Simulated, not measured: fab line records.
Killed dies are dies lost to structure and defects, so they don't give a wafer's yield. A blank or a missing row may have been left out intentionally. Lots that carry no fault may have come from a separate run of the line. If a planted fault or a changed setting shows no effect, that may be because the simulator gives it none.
Struck lot and sound lot, side by side	flow nand harc	14 out of 1159 route steps
Sound: these wafers, L659.1, L659.3, L659.5. Struck: wafer L662.4; the same lot's L662.2 was not struck, so it is left out; see the end for the cause.
Each step with rows lists, per side, the tool, then ch with its chambers, then its first start. Under that, the readings that differ: sound wafers	struck wafers	difference of the means	sigmas: that difference in standard deviations of wafers without a fault.
alike: words and numbers the same on both sides, and readings whose means are apart by under 2 such deviations; not compared: readings that were withheld, readings missing a value for some wafer, numbers with overlapping values and no deviation given by the record, and bounds like >300 which may hide the same value.
Wherever a step has rows on one side only, a row that says differs or no value, or a row with sigmas, the two part there. When numbers do not overlap yet have no deviation, they are printed without sigmas and do not part them. A reading missing from all wafers of one side parts the sides only when that side holds two or more wafers.

NHARC_A_SOURCE_PLATE_THK_MEAS_06: measures by ellipsometry.
  struck on film metro-01, day 10 18:42; sound on film metro-02, day 9 18:43
reading	sound	struck	difference	sigmas
thk nm (nm)	196.0 196.5 197.9	203.8	+7.0	+3
NHARC_A_SOURCE_PLATE_INSPECT_08:
  struck on defect inspect-02, day 10 18:47; sound on defect inspect-02, day 9 18:49
  alike: raw defect count
after that, 1 step with no rows for these wafers: NHARC_A_ONON_D1_DEP_00 (target thk 1000 nm).
NHARC_A_ONON_D1_THK_MEAS_02: measures by ellipsometry.
  struck on film metro-02, day 10 19:28; sound on film metro-01, day 9 19:23
  alike: thk nm
after that, 1 step with no rows for these wafers: NHARC_A_ONON_D1_DEP_03 (target thk 1000 nm).
NHARC_A_ONON_D1_THK_MEAS_05: measures by ellipsometry.
  struck on film metro-01, day 10 20:02; sound on film metro-02, day 9 19:58
  alike: thk nm
after that, 1 step with no rows for these wafers: NHARC_A_ONON_D1_DEP_06 (target thk 1000 nm).
NHARC_A_ONON_D1_THK_MEAS_08: measures by ellipsometry.
  struck on film metro-01, day 10 20:37; sound on film metro-02, day 9 20:32
  alike: thk nm
after that, 1 step with no rows for these wafers: NHARC_A_ONON_D1_DEP_09 (target thk 1000 nm).
NHARC_A_ONON_D1_THK_MEAS_11: measures by ellipsometry.
  struck on film metro-01, day 10 21:11; sound on film metro-02, day 9 21:06
reading	sound	struck	difference	sigmas
thk nm (nm)	1015 1017 1016	990	-26	-3
NHARC_A_ONON_D1_DEP_12: target thk 1000 nm.
  sound on pecvd onon-03 ch 0, day 9 21:09; struck on pecvd onon-03 ch 0, day 10 21:31
NHARC_A_ONON_D1_THK_MEAS_14: measures by ellipsometry.
  struck on film metro-02, day 10 21:58; sound on film metro-01, day 9 21:40
reading	sound	struck	difference	sigmas
thk nm (nm)	993 994 993	641	-352	-40
then, 1 step without rows for these wafers: NHARC_A_ONON_D1_ANNEAL_15 (time 3600 s).
-- break in the record here, with 12 days between the starts of the struck wafers on either side (left off in module A_ONON_D1, picked up again in module END, where the first step shown is number 1159 on the route) --
NHARC_END_SORT_01:
  only the struck wafers appear in the record here, on prober-02 ch 0 at day 22 23:16; the sound ones have no rows

== WHERE THEY PART ==
Earliest at NHARC_A_SOURCE_PLATE_THK_MEAS_06; latest, in this record, at NHARC_END_SORT_01.

WHY: the cause the simulator had injected
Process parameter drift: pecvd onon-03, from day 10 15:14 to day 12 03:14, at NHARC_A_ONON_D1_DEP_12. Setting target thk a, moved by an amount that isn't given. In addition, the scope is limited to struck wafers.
